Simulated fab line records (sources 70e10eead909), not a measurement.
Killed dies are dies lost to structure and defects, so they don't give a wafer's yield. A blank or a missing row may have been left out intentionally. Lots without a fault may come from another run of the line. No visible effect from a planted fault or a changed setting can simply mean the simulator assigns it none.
Which tool was responsible? | flow nand harc | 14 lots with 40 wafers sampled at 4 steps, on a route of 1302 steps

## WHAT EACH GAUGE READ, for each wafer
NHARC_A_ONON_D2_THK_MEAS_24: measures by ellipsometry.
lot  | measured     | on            | thk nm (nm)
L133 | day 13 08:13 | film metro-02 | 1006 1003 1004
L132 | day 13 08:12 | film metro-02 | 982 981 984
L135 | day 14 10:24 | film metro-02 | 987 987 987
L134 | day 14 10:28 | film metro-02 | 997 995 995
L136 | day 15 03:34 | film metro-02 | 1004 1004 1002
L138 | day 15 17:45 | film metro-02 | 1017 1017 1019
L139 | day 16 01:05 | film metro-02 | 1020
L147 | day 19 10:58 | film metro-02 | 998 998 997
L149 | day 20 02:29 | film metro-02 | 994 993 994
L148 | day 20 02:29 | film metro-02 | 999 1001 1000
L150 | day 20 22:48 | film metro-02 | 995 997 995
L153 | day 22 12:22 | film metro-02 | 990 990 989
L152 | day 22 12:31 | film metro-02 | 1016 1017 1017
L154 | day 23 00:12 | film metro-02 | 1001 1000 1003

NHARC_A_ONON_D2_THK_MEAS_27: measures by ellipsometry.
lot  | measured     | on            | thk nm (nm)
L133 | day 13 08:46 | film metro-02 | 990 992 992
L132 | day 13 08:46 | film metro-02 | 982 982 982
L135 | day 14 10:58 | film metro-02 | 1010 1010 1009
L134 | day 14 11:02 | film metro-02 | 1017 1015 1013
L136 | day 15 04:08 | film metro-02 | 1002 1002 998
L138 | day 15 18:19 | film metro-01 | 1011 952 1013 1011 953 1011
L139 | day 16 01:38 | film metro-02 | 946 945
L147 | day 19 11:32 | film metro-02 | 989 988 987
L149 | day 20 03:05 | film metro-02 | 991 994 992
L148 | day 20 03:04 | film metro-02 | 970 973 973
L150 | day 20 23:22 | film metro-02 | 1010 1012 1010
L153 | day 22 12:55 | film metro-02 | 1010 1010 1009
L152 | day 22 13:05 | film metro-01 | 1015 1016 1015
L154 | day 23 00:46 | film metro-01 | 1001 1003 1002

## TOOL THAT RAN EACH LOT (tool first, then ch and the chambers of the sampled wafers, then the start)
lot  | NHARC_A_CHANNEL_FILL_D1_CMP_10 | NHARC_A_ONON_D2_DEP_25
L133 | cmp-04 ch 2,3, day 11 09:38    | pecvd onon-03 ch 0, day 13 08:23
L132 | cmp-02 ch 1,3, day 11 09:38    | pecvd onon-02 ch 0, day 13 08:15
L135 | cmp-02 ch 0,2, day 12 05:55    | pecvd onon-03 ch 0, day 14 10:27
L134 | cmp-04 ch 0,3, day 12 05:55    | pecvd onon-02 ch 0, day 14 10:41
L136 | cmp-01 ch 1,3, day 12 20:00    | pecvd onon-03 ch 0, day 15 03:44
L138 | cmp-02 ch 0,2,3, day 13 20:37  | pecvd onon-03 ch 0, day 15 17:49
L139 | cmp-04 ch 2, day 14 04:02      | pecvd onon-03 ch 0, day 16 01:15
L147 | cmp-01 ch 0,1,3, day 17 15:37  | pecvd onon-02 ch 0, day 19 11:05
L149 | cmp-02 ch 2,3, day 18 01:13    | pecvd onon-02 ch 0, day 20 02:33
L148 | cmp-01 ch 0,2,3, day 18 01:16  | pecvd onon-03 ch 0, day 20 02:36
L150 | cmp-01 ch 1,2,3, day 19 01:03  | pecvd onon-03 ch 0, day 20 22:55
L153 | cmp-02 ch 0,2, day 20 06:35    | pecvd onon-02 ch 0, day 22 12:25
L152 | cmp-04 ch 0,2,3, day 20 06:38  | pecvd onon-03 ch 0, day 22 12:41
L154 | cmp-02 ch 1,3, day 20 19:12    | pecvd onon-03 ch 0, day 23 00:22
- NHARC_A_CHANNEL_FILL_D1_CMP_10: polishes, target thk 150 nm.
- NHARC_A_ONON_D2_DEP_25: target thk 1000 nm.

## WHAT THE TOOLS THEMSELVES READ (means of the sampled wafers that have a number; where no wafer has one, the mark that the record gives instead)
NHARC_A_CHANNEL_FILL_D1_CMP_10.
lot  | tool   | motor current A (A) | time to endpoint s (s)
L133 | cmp-04 | 13.4                | 12
L132 | cmp-02 | 12.6                | 18
L135 | cmp-02 | 13.9                | 16
L134 | cmp-04 | 12.2                | 14
L136 | cmp-01 | 12.0                | 12
L138 | cmp-02 | 13.2                | 16
L139 | cmp-04 | 13.9                | 15
L147 | cmp-01 | 11.8                | 14
L149 | cmp-02 | 12.9                | 18
L148 | cmp-01 | 11.7                | 15
L150 | cmp-01 | 12.2                | 14
L153 | cmp-02 | 14.1                | 12
L152 | cmp-04 | 12.8                | 11
L154 | cmp-02 | 12.2                | 18

## THE ANSWER, worked out from the rows above alone
Rule: the usual values come from the lots themselves. The widest of any qualifying gaps counts: lots, ordered by their means at a reading, are off when they make up no more than a third of the lots, leave a main group of 4 or more, and stand apart from it by 3 or more times the standard deviation of that group's means. The tables above print the reading to a certain number of digits; a main group whose means all agree to those digits is not used. A lot without any number at a reading at which 4 lots or more have one is off too. Any other lot the step has rows for is counted as sound. The gauges are gone through in route order, then the tools' own readings, and for those a lot's mean is taken as printed above. The first step at which some lot is off is used, and at that step the reading that is off furthest; a lot without a number counts as furthest.
No lot is off on any of the readings shown, so nothing can be concluded from this.

## WHAT THE SIMULATOR HAD INSERTED
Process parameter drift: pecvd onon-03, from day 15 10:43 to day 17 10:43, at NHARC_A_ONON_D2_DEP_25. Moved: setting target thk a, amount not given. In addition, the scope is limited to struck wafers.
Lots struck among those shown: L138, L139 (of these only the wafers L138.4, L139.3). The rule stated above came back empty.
